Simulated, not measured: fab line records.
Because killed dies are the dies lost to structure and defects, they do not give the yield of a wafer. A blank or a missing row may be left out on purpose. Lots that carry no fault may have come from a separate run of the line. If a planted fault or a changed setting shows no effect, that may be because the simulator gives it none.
A lot that was struck, set against a sound lot | flow nand_harc | 15 steps out of a route of 1159
Sound: wafers L432.3, L432.4, L432.5. Struck: wafers L429.2, L429.4, L429.5. Last of all comes the cause.
Order at every step that has rows: each side's tool, ch and its chambers, its first start. Under that, the readings that differ: sound wafers | struck wafers | difference of the means | sigmas: that difference in standard deviations of wafers without a fault.
alike: readings with means less than 2 such deviations apart, plus words and numbers identical on both sides. not compared: withheld readings, readings lacking a value on some wafer, bounds such as >300 that could conceal the same value, and numbers that have no deviation in the record and whose values overlap.
Wherever a step has rows on one side only, a row that says differs or no value, or a row with sigmas, the two part there. Numbers that have no deviation but don't overlap get no sigmas and don't part them. A reading missing from all wafers of one side parts the sides only when that side holds two or more wafers.

NHARC_P_CONTACT_ETCH_35: etches the open film in CF4, target depth 39 nm, time 65 s.
  sound on rie_diel-07 ch 0,1,2, day 10 01:38; struck on rie_diel-03 ch 0,3, day 9 14:36
  alike: drypump_motor_current_A, oes_product_au, rf_fwd_power_W, rf_vpp_V, showerhead_plenum_p_Torr, throttle_valve_pct
  not compared: rf_hours_counter_h
NHARC_P_CONTACT_ETCH_36: etches the open film in N2/H2, target depth 260 nm, time 406.25 s.
  sound: rie_diel-07 ch 0,3; struck: rie_diel-03 ch 1,2,3
  alike: drypump_motor_current_A, oes_product_au, rf_fwd_power_W, rf_vpp_V, showerhead_plenum_p_Torr, throttle_valve_pct
  not compared: rf_hours_counter_h
then, 2 steps without rows for these wafers: NHARC_P_CONTACT_ETCH_18 (etches the open film in C4F8/O2/Ar, target depth 481 nm, time 240.5 s); NHARC_P_CONTACT_STRIP_37 (strips in C4F8/O2/Ar).
NHARC_P_CONTACT_ETCH_31: etches the open film in CH3F/O2, target depth 30 nm, time 85.7 s.
  sound: rie_diel-07 ch 0,1,2; struck: rie_diel-03 ch 1,2
  alike: drypump_motor_current_A, oes_product_au, rf_fwd_power_W, rf_vpp_V, showerhead_plenum_p_Torr, throttle_valve_pct
  not compared: rf_hours_counter_h
NHARC_P_CONTACT_CD_MEAS_19:
  sound on cd_sem-02 at day 10 02:25; struck on cd_sem-01 at day 9 15:23
  reading    | sound          | struck         | difference | sigmas
  cd_nm (nm) | 94.8 94.5 94.1 | 83.5 86.8 86.8 | -8.8       | -3
NHARC_P_CONTACT_STRIP_28: strips in O2.
  sound on rie_diel-07 ch 0,1,2, day 10 02:31; struck on rie_diel-07 ch 0,1,2, day 9 15:29
  alike: drypump_motor_current_A, oes_product_au, rf_vpp_V, showerhead_plenum_p_Torr, throttle_valve_pct
  not compared: rf_hours_counter_h
then, 4 steps without rows for these wafers: NHARC_P_CONTACT_STRIP_29 (strips in post etch residue remover, time 1200 s); NHARC_P_CONTACT_DEGAS_38 (time 60 s); NHARC_P_CONTACT_PRE_CLEAN_39 (time 19.5 s); NHARC_P_CONTACT_PVD_32 (deposits Ti, target thk 5 nm, time 17.7 s).
NHARC_P_CONTACT_ALD_22: deposits TiN, target thk 3 nm, pulse time 1 s, ald cycles 150.
  sound on ald_metal-04 ch 0,3, day 10 03:23; struck on ald_metal-01 ch 0,2,3, day 9 16:26
  alike: heater_power_w, precursor_pulse_height_rel
NHARC_P_CONTACT_CVD_23: deposits W, target thk 200 nm, time 557 s.
  sound on cvd_w-01 ch 0,1, day 10 04:08; struck on cvd_w-01 ch 0,1, day 9 18:50
  no value came back on the struck wafers for any of 5 readings (chamber_pressure_Torr (Torr), heater_power_outer_w (W) and others); on the sound wafers chamber_pressure_Torr (Torr) reads 39.97 39.99 39.95
NHARC_P_CONTACT_CMP_24: polishes, t overpolish 30 s, target thk 200 nm.
  sound on cmp-04 ch 0,1,3, day 10 04:37; struck on cmp-02 ch 1,2,3, day 9 19:24
  reading                | sound    | struck | difference | sigmas
  time_to_endpoint_s (s) | 32 36 34 | 0 2 0  | -33        | -9
  alike: motor_current_A, overpolish_run_s
-- break in the record here, with 15 days between the starts of the struck wafers on either side (left off in module P_CONTACT, picked up again in module END, where the first step shown is number 1159 on the route) --
NHARC_END_SORT_01:
  at this point the record logs the struck wafers (prober-01 ch 0, day 24 10:33) and has no rows for the sound ones

== WHERE THEY PART ==
At NHARC_P_CONTACT_CD_MEAS_19 first; at NHARC_END_SORT_01 last (within this record only).

WHY: whatever the simulator had introduced
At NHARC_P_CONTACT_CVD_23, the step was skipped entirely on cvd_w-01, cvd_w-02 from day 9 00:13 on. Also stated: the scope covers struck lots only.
